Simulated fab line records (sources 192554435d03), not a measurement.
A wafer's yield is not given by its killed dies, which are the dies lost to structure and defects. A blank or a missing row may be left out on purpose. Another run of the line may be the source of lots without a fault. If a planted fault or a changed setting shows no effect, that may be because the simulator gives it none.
A lot that was struck, set against a sound lot + flow n5 finfet + 26 steps out of a route of 1938
Sound: these wafers, L589.2, L589.3, L589.5. Struck: wafers L598.1, L598.2, L598.5. The cause comes at the end.
At each step with rows: each side's tool, then ch and its chambers, then its first start. Under that, the readings that differ: sound wafers + struck wafers + difference of the means + sigmas: that difference in standard deviations of wafers without a fault.
alike: same words and numbers on both sides, and readings whose means sit less than 2 such deviations apart. not compared: any withheld reading, any reading some wafer has no value for, any bound like >300 that may hide the same value, and any number with overlapping values for which the record gives no deviation.
The two part at a step that has a row with sigmas, a row that says differs or no value, or rows on one side only. Numbers that don't overlap but have no deviation are shown without sigmas and don't part them. A reading that every wafer of one side lacks parts them only if that side has two wafers or more.

first, 1 step without rows for these wafers: N5_BEOL_M6_ECD_50 (material Cu, target thk 300 nm).
N5_BEOL_M6_ANNEAL_51: time 90 s.
  sound on rtp anneal-02 ch 0, day 8 23:47; struck on rtp anneal-02 ch 0, day 11 22:30
  alike: wafer_temp_C_max
then, 1 step without rows for these wafers: N5_BEOL_M6_CMP_52 (polishes, stops on SiCOH lowk, t overpolish 6.9 s, target thk 80 nm).
N5_BEOL_M6_THK_MEAS_53: measures by xrf.
  sound: film metro-01 at day 9 00:20; struck: film metro-01 at day 11 23:07
  alike: M6_THK
then, 1 step without rows for these wafers: N5_BEOL_M6_PRE_CLEAN_55 (time 15 s).
N5_BEOL_M6_DEP_56: deposits SiCN from 3MS/NH3, target thk 10 nm, time 17.5 s.
  sound on pecvd-01 ch 0, day 9 00:25; struck on pecvd-03 ch 1,2, day 11 23:11
  alike: showerhead plenum p Torr, throttle valve pct
N5_BEOL_M6_RS_MEAS_57: a four-point-probe measurement.
  sound: film metro-01 at day 9 00:30; struck: film metro-02 at day 11 23:16
  alike: M6_RS
N5_BEOL_M6_INSPECT_58: inspects for defects (darkfield).
  sound: defect inspect-01 at day 9 00:32; struck: defect inspect-02 at day 11 23:17
  alike: raw defect count
N5_BEOL_M7_ILD_DEP_00: deposits SiCOH lowk from DEMS/porogen, target thk 179.75 nm, time 33.4 s.
  sound on pecvd-04 ch 1,2, day 9 00:34; struck on pecvd-02 ch 0,1,2, day 11 23:20
  alike: heater power w, showerhead plenum p Torr, throttle valve pct
N5_BEOL_M7_CURE_74: cures SiCOH lowk, time 240 s.
  sound on uv cure-02 ch 2, day 9 00:43; struck on uv cure-02 ch 0, day 11 23:24
  alike: lamp power pct, wafer_temp_C_max
N5_BEOL_M7_THK_MEAS_01:
  sound: film metro-02 at day 9 01:08; struck: film metro-01 at day 11 23:55
  alike: M7_ILD_THK
N5_BEOL_M7_PECVD_70: deposits SiO2 from TEOS/O2, target thk 20 nm, time 22.7 s.
  sound on pecvd-03 ch 0,2, day 9 01:13; struck on pecvd-03 ch 0,1, day 11 23:58
  alike: heater power w, showerhead plenum p Torr, throttle valve pct
N5_BEOL_M7_HM_DEP_02: deposits TiN, target thk 20 nm.
  sound: pvd sputter-03 at day 9 01:23; struck: pvd sputter-03 at day 12 00:25
  alike: throttle valve pct
then, 8 steps without rows for these wafers: N5_BEOL_M7_COAT_59 (time 60 s, resist thk 100 nm); N5_BEOL_M7_COAT_60 (time 60 s, resist thk 35 nm); N5_BEOL_M7_COAT_05 (resist thk 90 nm); N5_BEOL_M7_EBR_07; N5_BEOL_M7_SOFTBAKE_06 (time 60 s); N5_BEOL_M7_EXPOSE_08 (exposes mask M7); N5_BEOL_M7_PEB_09 (peb time 60 s); N5_BEOL_M7_DEVELOP_10 (develop time 30 s).
N5_BEOL_M7_CD_MEAS_11 targets a cd of 38.5 nm.
  sound on cd sem-01 ch 0, day 9 01:45; struck on cd sem-02 ch 0, day 12 00:55
  alike: cd nm
N5_BEOL_M7_OVL_MEAS_12:
  sound on overlay-02 ch 0, day 9 01:47; struck on overlay-02 ch 0, day 12 00:56
  alike: M7_OVL
N5_BEOL_M7_INSPECT_13: inspects for defects (brightfield).
  sound: defect inspect-01 at day 9 01:49; struck: defect inspect-02 at day 12 00:58
| reading          | sound       | struck         | difference | sigmas |
|------------------|-------------|----------------|------------|--------|
| raw defect count | 485 369 367 | 1157 1243 1286 | +822       | +9     |
then, 1 step without rows for these wafers: N5_BEOL_M7_DESCUM_16 (chemistry O2, time 7.9 s).
-- a jump in the record: the struck wafers' starts before and after are 3 days apart (it breaks off in module BEOL_M7 and resumes in module PASSIVATION, where the first step shown is number 1936 of the route) --
N5_PASSIVATION_PROBE_49:
  only the struck wafers here have rows in the record (prober-02, day 15 09:08); the sound ones have none

== WHERE THEY PART ==
First at N5_BEOL_M7_INSPECT_13; last, within this record, at N5_PASSIVATION_PROBE_49.

WHY: whatever the simulator had introduced
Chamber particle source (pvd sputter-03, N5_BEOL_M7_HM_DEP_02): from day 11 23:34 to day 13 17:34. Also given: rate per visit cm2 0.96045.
